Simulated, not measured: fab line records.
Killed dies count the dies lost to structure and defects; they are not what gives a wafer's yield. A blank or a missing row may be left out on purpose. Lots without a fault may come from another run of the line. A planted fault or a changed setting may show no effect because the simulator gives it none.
fab line records	flow nandHarc
[record] lots = 14	wafers = 42	lastDay = 25
route steps=1159 shown P_GATE@205 P_CONTACT@232 END@1159
lots untouched by any fault: they come from a run of this same line in which no faults occurred
startH: the number of hours between the record's first day and the start of the first shown wafer of the lot	waitH: hours from the lot's prior step to this one	" identical to the entry in the row above	L1.1+2: one row covering several wafers at once	- either no value or no given start	* or withheld: withheld	< > ~ a bound
route shown NAME@n: a module of which the file shows steps, and the number in the route of the first	usual: mean/standard deviation taken from wafers without a fault	same: alike in all rows	chamber/n: place in a boat	sites: the reading at each site	_std_site: the standard deviation of these	_edge_site: the outer-site mean with the inner-site mean subtracted	radiusMm: for every site, how far away it sits from the centre of the wafer	mask NAME#n: copy n	behind: the last tool/chamber to shape the wafer	hold: what put the lot on hold/how long, in hours/how the hold closed	device: the n, p or np transistor that did not switch	end of line: tests of these same wafers at the route's end	a step given without rows: its recipe and nothing more	killed: dies that structure and defects cost at the first sort, which is not the same as the wafer's yield	map: dies across one wafer; x = killed, . = not, _ = none there
set.NAME: the setting the step ran with; set.NAME@STEP: the setting that earlier step ran with	model.NAME: the simulator's own value behind a step, which no gauge read
route steps across a sampled set of lots; one table per step, one row per wafer
services: when a tool's chamber went out of use (startH, in hours from the record's first day, below 0 if earlier), for how many hours, and the reason
[[steps]]
[step NHARC_P_GATE_STRIP_95]
[recipe] powerW = 1500	tempC = 250	chemistry = O2
[usual] drypumpMotorCurrentA = 5.9/0.4	heaterPowerW = 366/19
lot.wafer	tool	chamber	startH	waitH	drypumpMotorCurrentA	heaterPowerW	rfHoursCounterH
L990.1	plasmaAsher-02	1	98.45	0.5	6.4	371	30
L990.5	"	0	"	"	5.6	355	-
L990.6	"	1	"	"	6.4	359	-
L991.1	plasmaAsher-02	0	107.91	0.6	5.6	357	34
L991.2	"	1	"	"	6.3	369	34
L991.3	"	1	"	"	6.4	358	-
L995.2	plasmaAsher-02	1	130.43	0.6	6.3	369	42
L995.3	"	1	"	"	6.3	359	-
L995.6	"	1	"	"	6.3	367	-
L996.2	plasmaAsher-01	0	145.95	0.6	5.2	315	10
L996.3	"	0	"	"	5.2	316	-
L996.4	"	1	"	"	6.2	353	-
L998.2	plasmaAsher-02	0	162.35	0.6	5.6	357	53
L998.1	"	1	"	"	6.3	368	53
L998.5	"	1	"	"	6.4	364	-
L999.2	plasmaAsher-02	0	166.70	0.6	5.6	358	57
L999.1	"	1	"	"	6.3	354	57
L999.5	"	1	"	"	6.3	366	-
L104.2	plasmaAsher-02	1	199.95	0.6	6.3	373	8
L104.1	"	0	"	"	5.6	381	8
L104.4	"	0	"	"	5.6	389	-
L106.1	plasmaAsher-02	1	208.48	0.5	6.4	372	16
L106.3	"	1	"	"	6.4	371	-
L106.5	"	0	"	"	5.6	390	-
L108.1	plasmaAsher-02	0	213.86	0.6	5.6	384	21
L108.3	"	0	"	"	5.6	388	-
L108.4	"	1	"	"	6.3	376	-
L107.4	plasmaAsher-02	1	214.94	0.4	6.4	374	-
L107.6	"	1	"	"	6.4	370	-
L107.5	"	0	"	"	5.6	394	-
L110.1	plasmaAsher-02	0	220.19	0.5	5.6	378	26
L110.3	"	1	"	"	6.3	366	-
L110.6	"	0	"	"	5.6	389	-
L109.1	plasmaAsher-02	0	220.97	0.5	5.6	384	27
L109.4	"	1	"	"	6.4	369	-
L109.3	"	0	"	"	5.6	384	-
L112.1	plasmaAsher-01	0	238.20	0.6	5.2	312	13
L112.2	"	1	"	"	6.2	345	13
L112.3	"	0	"	"	5.2	310	-
L113.1	plasmaAsher-02	1	247.68	0.6	6.3	366	40
L113.3	"	1	"	"	6.3	367	-
L113.4	"	0	"	"	5.6	391	-
[step NHARC_P_GATE_SPUTTER_78]
[recipe] targetThkA = 100	material = Ni
lot.wafer	tool	chamber	startH	waitH
L990.1+6+5	pvdSputter-01	-	99.43	-
L991.2+1+3	pvdSputter-01	-	108.89	-
L995.2+3+6	pvdSputter-03	-	131.41	-
L996.3+4+2	pvdSputter-03	-	146.93	-
L998.2+1+5	pvdSputter-03	-	163.34	-
L999.1+2+5	pvdSputter-03	-	167.75	-
L104.1+4+2	pvdSputter-02	-	200.92	-
L106.3+1+5	pvdSputter-02	-	209.45	-
L108.1+4+3	pvdSputter-01	-	214.82	-
L107.4+5+6	pvdSputter-01	-	215.89	-
L110.3+1+6	pvdSputter-01	-	221.25	-
L109.4+3+1	pvdSputter-01	-	222.02	-
L112.2+3+1	pvdSputter-03	-	239.36	-
L113.1+3+4	pvdSputter-02	-	248.66	-
[step NHARC_P_GATE_RTA_82]
[recipe] tempC = 450	timeS = 30
[usual] lampPowerPct = 3.57/0.098	lamp_zone_1_pct = 3.57/0.099	lamp_zone_7_pct = 3.76/0.1	wafer_temp_C_max = 451.7/0.61
lot.wafer	tool	chamber	startH	waitH	lampPowerPct	lamp_zone_1_pct	lamp_zone_7_pct	wafer_temp_C_max
L990.1	rtpAnneal-02	0	100.07	-	3.49	3.49	3.67	451.1
L990.5	"	0	"	"	3.48	3.49	3.67	450.8
L990.6	"	0	"	"	3.49	3.49	3.67	451.2
L991.1	rtpAnneal-02	0	109.88	-	3.48	3.48	3.67	451.4
L991.2	"	0	"	"	3.49	3.49	3.67	451.4
L991.3	"	0	"	"	3.49	3.49	3.67	450.7
L995.2	rtpAnneal-01	0	132.08	-	3.69	3.69	3.88	452.2
L995.3	"	0	"	"	3.69	3.68	3.88	452.1
L995.6	"	0	"	"	3.69	3.69	3.89	453.0
L996.2	rtpAnneal-02	0	147.62	-	3.49	3.49	3.67	451.7
L996.3	"	0	"	"	3.49	3.49	3.67	451.7
L996.4	"	0	"	"	3.49	3.49	3.68	452.1
L998.1	rtpAnneal-02	0	164.03	-	3.49	3.48	3.68	451.2
L998.2	"	0	"	"	3.49	3.49	3.67	451.3
L998.5	"	0	"	"	3.48	3.49	3.68	451.2
L999.1	rtpAnneal-01	0	168.82	-	3.69	3.69	3.88	452.6
L999.2	"	0	"	"	3.69	3.69	3.88	452.5
L999.5	"	0	"	"	3.68	3.68	3.88	453.1
L104.1	rtpAnneal-02	0	201.69	-	3.48	3.49	3.67	451.7
L104.2	"	0	"	"	3.49	3.48	3.67	451.5
L104.4	"	0	"	"	3.49	3.49	3.67	451.6
L106.1	rtpAnneal-02	0	210.11	-	3.48	3.49	3.67	450.8
L106.3	"	0	"	"	3.49	3.49	3.67	451.6
L106.5	"	0	"	"	3.49	3.48	3.68	452.2
L108.1	rtpAnneal-01	0	215.48	-	3.68	3.69	3.89	452.8
L108.3	"	0	"	"	3.69	3.69	3.89	452.5
L108.4	"	0	"	"	3.69	3.69	3.88	452.3
L107.4	rtpAnneal-02	0	216.63	-	3.49	3.49	3.67	451.6
L107.5	"	0	"	"	3.48	3.48	3.67	450.9
L107.6	"	0	"	"	3.49	3.49	3.67	451.2
L110.1	rtpAnneal-01	0	221.93	-	3.68	3.69	3.88	451.8
L110.3	"	0	"	"	3.69	3.69	3.88	452.8
L110.6	"	0	"	"	3.69	3.69	3.88	452.6
L109.1	rtpAnneal-02	0	222.68	-	3.49	3.49	3.66	451.4
L109.3	"	0	"	"	3.49	3.49	3.67	451.4
L109.4	"	0	"	"	3.49	3.48	3.68	451.4
L112.1	rtpAnneal-01	0	240.38	-	3.68	3.69	3.89	452.3
L112.2	"	0	"	"	3.69	3.69	3.88	451.7
L112.3	"	0	"	"	3.69	3.69	3.88	452.0
L113.1	rtpAnneal-02	0	249.46	-	3.49	3.49	3.67	451.4
L113.3	"	0	"	"	3.48	3.48	3.67	451.3
L113.4	"	0	"	"	3.48	3.49	3.67	451.6
[step NHARC_P_GATE_INSPECT_68]
[usual] rawDefectCount = 201/75
lot.wafer	tool	chamber	startH	waitH	hold	rawDefectCount
L990.1	defectInspect-01	-	100.27	0.2	-	144
L990.5	"	-	"	"	-	164
L990.6	"	-	"	"	-	129
L991.1	defectInspect-01	-	110.08	0.2	-	168
L991.2	"	-	"	"	-	117
L991.3	"	-	"	"	-	187
L995.2	defectInspect-01	-	132.25	0.1	-	158
L995.3	"	-	"	"	-	226
L995.6	"	-	"	"	-	237
L996.2	defectInspect-01	-	147.79	0.1	awaitDispo/0.2h/release	822
L996.3	"	-	"	"	awaitDispo/0.2h/release	748
L996.4	"	-	"	"	awaitDispo/0.2h/release	857
L996.2	defectInspect-01	-	147.96	0.2	-	819
L996.3	"	-	"	"	-	765
L996.4	"	-	"	"	-	851
L998.1	defectInspect-02	-	164.23	0.2	awaitDispo/0.2h/release	636
L998.2	"	-	"	"	awaitDispo/0.2h/release	654
L998.5	"	-	"	"	awaitDispo/0.2h/release	637
L998.1	defectInspect-02	-	164.40	0.2	-	628
L998.2	"	-	"	"	-	654
L998.5	"	-	"	"	-	653
L999.1	defectInspect-01	-	169.02	0.2	awaitDispo/0.2h/release	681
L999.2	"	-	"	"	awaitDispo/0.2h/release	739
L999.5	"	-	"	"	awaitDispo/0.2h/release	707
L999.1	defectInspect-01	-	169.19	0.2	-	679
L999.2	"	-	"	"	-	738
L999.5	"	-	"	"	-	711
L104.1	defectInspect-01	-	201.89	0.2	-	123
L104.2	"	-	"	"	-	195
L104.4	"	-	"	"	-	166
L106.1	defectInspect-01	-	210.31	0.2	-	212
L106.3	"	-	"	"	-	336
L106.5	"	-	"	"	-	268
L108.1	defectInspect-02	-	215.68	0.2	-	194
L108.3	"	-	"	"	-	101
L108.4	"	-	"	"	-	269
L107.4	defectInspect-02	-	216.74	0.1	-	246
L107.5	"	-	"	"	-	195
L107.6	"	-	"	"	-	201
L110.1	defectInspect-01	-	222.12	0.2	-	283
L110.3	"	-	"	"	-	139
L110.6	"	-	"	"	-	175
L109.1	defectInspect-01	-	222.87	0.2	-	173
L109.3	"	-	"	"	-	174
L109.4	"	-	"	"	-	214
L112.1	defectInspect-01	-	240.58	0.2	-	281
L112.2	"	-	"	"	-	192
L112.3	"	-	"	"	-	221
L113.1	defectInspect-02	-	249.65	0.2	-	150
L113.3	"	-	"	"	-	114
L113.4	"	-	"	"	-	160
[step NHARC_P_CONTACT_CD_MEAS_12]
[recipe] targetCdNm = 90	landingEnergyEv = 500
[usual] cdNm = 89.2/0.97
lot.wafer	tool	chamber	startH	waitH	cdNm
L990.1	cdSem-03	0	101.88	-	88.9
L990.5	"	0	"	"	90.1
L990.6	"	0	"	"	89.9
L991.1	cdSem-02	0	111.71	-	88.9
L991.2	"	0	"	"	89.5
L991.3	"	0	"	"	90.1
L995.2	cdSem-02	0	133.87	-	90.5
L995.3	"	0	"	"	89.2
L995.6	"	0	"	"	88.9
L996.2	cdSem-01	0	152.51	-	89.5
L996.3	"	0	"	"	89.4
L996.4	"	0	"	"	89.2
L998.1	cdSem-02	0	167.24	-	88.5
L998.2	"	0	"	"	89.9
L998.5	"	0	"	"	89.9
L999.1	cdSem-03	0	174.62	-	89.0
L999.2	"	0	"	"	89.0
L999.5	"	0	"	"	89.9
L104.1	cdSem-01	0	204.35	-	89.4
L104.2	"	0	"	"	90.9
L104.4	"	0	"	"	88.9
L106.1	cdSem-01	0	211.92	-	90.2
L106.3	"	0	"	"	87.8
L106.5	"	0	"	"	88.4
L108.1	cdSem-03	0	217.29	-	88.8
L108.3	"	0	"	"	89.5
L108.4	"	0	"	"	88.2
L107.4	cdSem-02	0	218.22	-	88.2
L107.5	"	0	"	"	89.8
L107.6	"	0	"	"	89.9
L110.1	cdSem-01	0	223.74	-	88.8
L110.3	"	0	"	"	89.8
L110.6	"	0	"	"	89.3
L109.1	cdSem-01	0	224.37	-	89.0
L109.3	"	0	"	"	88.3
L109.4	"	0	"	"	86.7
L112.1	cdSem-03	0	242.15	-	89.3
L112.2	"	0	"	"	90.2
L112.3	"	0	"	"	88.3
L113.1	cdSem-03	0	251.35	-	87.5
L113.3	"	0	"	"	89.7
L113.4	"	0	"	"	90.5
[step NHARC_END_SORT_01]
[recipe] tempC = 25
[usual] defectLimitedYield = 95.1/1.6	killedAtArray = 29/10	killedAtOther = 0.7/1.1	killedAtPeriphery = 3.3/2.4	killedDies = 33/11	killedOpen = 3.3/2	killedShort = 1.9/1.3	sort_bin_2_pct = 1.5/0.67	sort_bin_3_pct = 0.27/0.24	sort_bin_4_pct = 3.1/1.1	sortNPass = 644/11	sortRimYieldPct = 97.1/2.1	sortYieldPct = 95.1/1.6
[same] grossDies = 677	sort_bin_5_pct[%] = 0	sort_bin_6_pct[%] = 0	sort_bin_7_pct[%] = 0	sort_bin_8_pct[%] = 0	sortRimNGross = 106.00
lot.wafer	tool	chamber	startH	waitH	defectLimitedYield[%]	killedAtArray	killedAtOther	killedAtPeriphery	killedDies	killedOpen	killedShort	sort_bin_2_pct[%]	sort_bin_3_pct[%]	sort_bin_4_pct[%]	sortNPass	sortRimYieldPct[%]	sortYieldPct[%]
L104.4	prober-02	0	551.91	3.4	95.3	27	0	5	32	5	1	1.9	0.30	2.5	645	93.4	95.3
// killed by level:class
L104.4 A_CHANNEL_HOLE_D1:chamberFilmFlake=18 A_STAIRCASE:chamberFilmFlake=4 P_M0:geometricParticle:open=2 P_CONTACT:chamberFilmFlake=2 A_WL_FILL:chamberFilmFlake=2 P_CONTACT:geometricParticle:open=1 A_SOURCE_PLATE:geometricParticle:open=1 A_ONON_D1:geometricParticle:short=1
[[services]]
tool	chamber	startH	hours	kind
plasmaAsher-01	-	99.62	9.0	pm
plasmaAsher-01	0	99.62	9.0	ventCycle
plasmaAsher-01	1	99.62	9.0	ventCycle
pvdSputter-03	-	102.00	10.0	pm
plasmaAsher-02	-	103.02	0.3	repair
plasmaAsher-01	0	108.62	-	clean
plasmaAsher-01	1	108.62	-	clean
plasmaAsher-01	-	150.85	83.2	repair
pvdSputter-01	-	158.06	10.0	pm
pvdSputter-02	-	167.76	0.7	repair
plasmaAsher-02	-	183.03	9.0	pm
plasmaAsher-02	0	183.03	9.0	ventCycle
plasmaAsher-02	1	183.03	9.0	ventCycle
plasmaAsher-02	0	192.03	-	clean
plasmaAsher-02	1	192.03	-	clean
pvdSputter-01	-	210.20	3.8	repair
pvdSputter-02	-	214.00	10.0	pm
pvdSputter-01	-	219.12	1.2	repair
pvdSputter-01	-	237.14	38.6	repair
[[key]]
[firstSign] step = NHARC_P_GATE_INSPECT_68	reading = visit	direction = added
[effect] step = NHARC_P_GATE_INSPECT_68	reading = rawDefectCount	direction = up	sigmas = 7	usual = 201	struck = 720
metAt NHARC_P_GATE_SPUTTER_78
struckLots L996,L998,L999
scrappedBehind NHARC_P_CONTACT_INSPECT_14 L996.2,L996.3,L996.4,L998.1,L998.2,L998.5,L999.1,L999.2,L999.5
notActingAt NHARC_P_GATE_STRIP_95,NHARC_P_GATE_RTA_82,NHARC_P_CONTACT_CD_MEAS_12
onsetBetween 131.41 146.93
[fault] kind = chamberParticleSource	tool = pvdSputter-03	chamber = -	onsetH = 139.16	steps = NHARC_P_GATE_SPUTTER_78	ratePerVisitCm2 = 0.82271	endH = 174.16
